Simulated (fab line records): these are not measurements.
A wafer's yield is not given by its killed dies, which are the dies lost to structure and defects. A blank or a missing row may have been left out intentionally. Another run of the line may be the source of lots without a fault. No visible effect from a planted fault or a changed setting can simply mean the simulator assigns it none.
The same fault as seen by 2 desks / flow n5Finfet / each desk holds nothing but its own numbers, with what lay behind them at the end

THE METROLOGY DESK
Means of the sampled wafers that have a number, per lot and without regard to the tool the lot ran on: this is what the gauges read. The brackets show how far a lot's mean lies from the usual mean; more than 4 standard deviations puts the lot out of limits, marked OUT. Of its 11 readings 7 are shown: those that lie furthest out on some lot.
Columns: A = IOFF_N at N5_BEOL_M4_RC_MEAS_101, usual 0.16 nA/um; B = IOFF_P at N5_BEOL_M4_RC_MEAS_101, usual 0.22 nA/um; C = ION_N at N5_BEOL_M4_RC_MEAS_101, usual 673 uA/um; D = ION_P at N5_BEOL_M4_RC_MEAS_101, usual 463 uA/um; E = SS_P at N5_BEOL_M4_RC_MEAS_101, usual 73.3 mV/dec; F = VT_N at N5_BEOL_M4_RC_MEAS_101, usual 249 mV; G = VT_P at N5_BEOL_M4_RC_MEAS_101, usual -249 mV
lot=L273; first seen here=day 6 15:53; A=0.15; B=0.24; C=671; D=466; E=74.0; F=250; G=-247
lot=L274; first seen here=day 7 02:09; A=0.20; B=0.24; C=682; D=458; E=74.3; F=246; G=-249
lot=L276; first seen here=day 7 09:07; A=0.14; B=0.22; C=665; D=463; E=72.9; F=255; G=-249
lot=L281; first seen here=day 8 12:53; A=0.19; B=0.19; C=678; D=454; E=73.8; F=247; G=-253
lot=L283; first seen here=day 8 22:22; A=0.19; B=0.27; C=676; D=471; E=73.8; F=248; G=-243
lot=L285; first seen here=day 9 14:58; A=0.17; B=0.24; C=675; D=460; E=73.7; F=249; G=-248
lot=L290; first seen here=day 10 19:52; A=0.18; B=0.25; C=669; D=462; E=72.7; F=247; G=-247
lot=L291; first seen here=day 11 00:04; A=0.13; B=0.18; C=661; D=459; E=72.6; F=253; G=-252
lot=L294; first seen here=day 12 11:58; A=0.22; B=0.32; C=697; D=484; E=73.7; F=244; G=-242
This desk's finding: nothing out of limits on any of the 9 lots.

AT THE TOOL OWNER'S DESK: lithoTrack-03
The tool's own readings at N5_BEOL_M2_COAT_68 (time 60 s, resist thk 12 nm): means of the sampled wafers that have a number, for each lot that ran on this tool. The brackets show how far a lot's mean lies from the usual mean; more than 4 standard deviations puts the lot out of limits, marked OUT.
Columns: A = chillPlateTempC at N5_BEOL_M2_COAT_68, usual 22.99 C; B = spinSpeedRpm at N5_BEOL_M2_COAT_68, usual 1499.9 rpm
lot=L274; first seen here=day 7 02:11; A=23.04; B=1499.9
lot=L281; first seen here=day 8 12:56; A=22.91; B=1499.7
lot=L285; first seen here=day 9 15:01; A=22.97; B=1499.7
lot=L290; first seen here=day 10 19:54; A=23.06; B=1688.2 (+99 or more) OUT
lot=L291; first seen here=day 11 00:06; A=22.96; B=1688.3 (+99 or more) OUT
This desk's finding: out of limits on L290, L291; first on L290, day 10 19:54 (spinSpeedRpm at N5_BEOL_M2_COAT_68). Within limits: L274, L281, L285.

TAKEN TOGETHER
At day 10 19:54, on L290, L291, the tool owner's desk was in a position to raise an alarm.
The metrology desk saw nothing out of limits.
The metrology desk holds a record of L290, L291, inside its limits.
On lithoTrack-03, each named lot ran N5_BEOL_M2_COAT_68.

WHAT THE SIMULATOR PUT IN
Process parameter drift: lithoTrack-03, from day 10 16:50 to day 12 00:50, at N5_BEOL_M2_COAT_68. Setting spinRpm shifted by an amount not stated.
Lots struck among those shown: L290, L291.
Hours from the fault's start to each desk's first reading out of limits: the tool owner's desk, 3.
